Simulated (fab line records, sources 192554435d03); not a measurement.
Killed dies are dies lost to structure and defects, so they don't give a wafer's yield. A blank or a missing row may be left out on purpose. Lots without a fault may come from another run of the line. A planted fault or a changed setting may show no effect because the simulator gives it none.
Chamber matching | flow n5_finfet | N5_BEOL_M11_STRIP_36 on rie_diel-05: 4 sister chambers
The step strips in N2/H2. 18 wafers are shown with their chamber, then 9 later ones without.

WAFERS WITH THEIR CHAMBER
wafer  | chamber | showerhead_plenum_p_Torr (Torr) | drypump_motor_current_A (A) | throttle_valve_pct (%)
L076.2 | 1       | 2.57                            | 5.3                         | 23.65
L076.3 | 0       | 2.63                            | 6.1                         | 23.71
L076.5 | 3       | 2.49                            | 5.6                         | 23.51
L082.1 | 2       | 2.58                            | 5.6                         | 23.99
L082.2 | 1       | 2.57                            | 5.3                         | 23.63
L082.3 | 3       | 2.48                            | 5.5                         | 23.52
L080.4 | 0       | 2.63                            | 6.0                         | 23.72
L080.5 | 0       | 2.63                            | 6.0                         | 23.72
L080.6 | 1       | 2.57                            | 5.3                         | 23.64
L083.1 | 1       | 2.57                            | 5.3                         | 23.68
L083.3 | 3       | 2.48                            | 5.6                         | 23.51
L083.4 | 2       | 2.58                            | 5.5                         | 23.99
L090.1 | 0       | 2.62                            | 6.0                         | 23.73
L090.2 | 2       | 2.57                            | 5.6                         | 24.00
L090.3 | 3       | 2.48                            | 5.6                         | 23.23
L092.4 | 2       | 2.57                            | 5.6                         | 24.04
L092.5 | 1       | 2.56                            | 5.3                         | 23.66
L092.6 | 2       | 2.57                            | 5.6                         | 23.99

SIGNATURES (means of the wafers above)
reading                  | chamber 0 | chamber 1 | chamber 2 | chamber 3 | scatter within a chamber
showerhead_plenum_p_Torr | 2.6275    | 2.5680    | 2.5740    | 2.4825    | 0.005
drypump_motor_current_A  | 6.025     | 5.300     | 5.580     | 5.575     | 0.0405
throttle_valve_pct       | 23.7200   | 23.6520   | 24.0020   | 23.4425   | 0.0675
Rule: a wafer's distance from a chamber is the root of the sum, over the readings, of the square of ((its reading less the chamber's mean) divided by the reading's scatter). The wafer belongs to the nearest chamber; if the next one is less than 2 further off, it can't be placed. The scatter: the root of (the sum of the squares of (reading less its chamber's mean) over the shown wafers, divided by (wafers less chambers)).

WAFERS WITHOUT THEIR CHAMBER
wafer  | showerhead_plenum_p_Torr (Torr) | drypump_motor_current_A (A) | throttle_valve_pct (%)
L094.3 | 2.56                            | 5.3                         | 23.66
L094.4 | 2.47                            | 5.6                         | 23.16
L094.6 | 2.62                            | 6.0                         | 23.77
L095.2 | 2.47                            | 5.6                         | 23.21
L095.3 | 2.56                            | 5.3                         | 23.62
L095.6 | 2.56                            | 5.3                         | 23.67
L097.1 | 2.47                            | 5.6                         | 23.21
L097.2 | 2.57                            | 5.6                         | 24.05
L097.4 | 2.61                            | 6.0                         | 23.76

WHICH CHAMBER EACH WENT THROUGH
wafer  | from the rows above | in truth
L094.3 | 1                   | 1
L094.4 | 3                   | 3
L094.6 | 0                   | 0
L095.2 | 3                   | 3
L095.3 | 1                   | 1
L095.6 | 1                   | 1
L097.1 | 3                   | 3
L097.2 | 2                   | 2
L097.4 | 0                   | 0
Placed correctly: 9 of 9. Can't be placed from these rows: 0. Placed wrongly: 0.
